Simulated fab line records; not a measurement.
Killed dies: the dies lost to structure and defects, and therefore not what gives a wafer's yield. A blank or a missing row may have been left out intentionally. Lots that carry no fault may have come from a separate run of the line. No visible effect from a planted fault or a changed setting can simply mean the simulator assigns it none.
Matching of chambers | flow n5_finfet | N5_BEOL_M7_ETCH_61 on rie_diel-04: 4 sister chambers
The step etches SiARC in CF4, target depth 45.5 nm, time 75.8 s. 8 wafers are shown with their chamber, then 10 later ones without.

== WAFERS PAIRED WITH THEIR CHAMBERS ==
wafer  | chamber | showerhead_plenum_p_Torr (Torr) | drypump_motor_current_A (A)
L079.6 | 0       | 2.10                            | 5.8
L080.3 | 0       | 2.10                            | 5.8
L083.1 | 1       | 1.97                            | 5.7
L083.4 | 1       | 1.97                            | 5.7
L083.5 | 3       | 2.04                            | 5.1
L083.6 | 2       | 2.18                            | 6.2
L093.1 | 2       | 2.17                            | 6.2
L093.2 | 3       | 2.03                            | 5.2

== WAFERS WITH NO CHAMBER GIVEN ==
wafer  | showerhead_plenum_p_Torr (Torr) | drypump_motor_current_A (A)
L093.6 | 1.96                            | 5.7
L094.1 | 1.96                            | 5.7
L094.4 | 2.17                            | 6.2
L094.5 | 2.17                            | 6.2
L097.1 | 2.17                            | 6.2
L097.2 | 1.96                            | 5.7
L097.3 | 2.09                            | 5.8
L097.4 | 1.96                            | 5.7
L097.5 | 2.16                            | 6.2
L097.6 | 2.09                            | 5.8

== WHICH CHAMBER EACH WENT THROUGH ==
wafer  | from the rows above | in truth
L093.6 | 1                   | 1
L094.1 | 1                   | 1
L094.4 | 2                   | 2
L094.5 | 2                   | 2
L097.1 | 2                   | 2
L097.2 | 1                   | 1
L097.3 | 0                   | 0
L097.4 | 1                   | 1
L097.5 | 2                   | 2
L097.6 | 0                   | 0
Placed correctly: 10 of 10. Not placeable from these rows: 0. Wrongly placed: 0.
How it was worked out, from the rows above alone: a wafer's distance from a chamber is the root of the sum, over the readings, of the square of ((its reading less the chamber's mean) divided by the reading's scatter). The wafer belongs to the nearest chamber; if the next one is less than 2 further off, it can't be placed. The mean given for a chamber averages the wafers shown for that chamber. How the scatter is found: for the shown wafers, subtract from each reading the mean of its chamber, square and add these, divide the total by (wafers less chambers), then take the root.
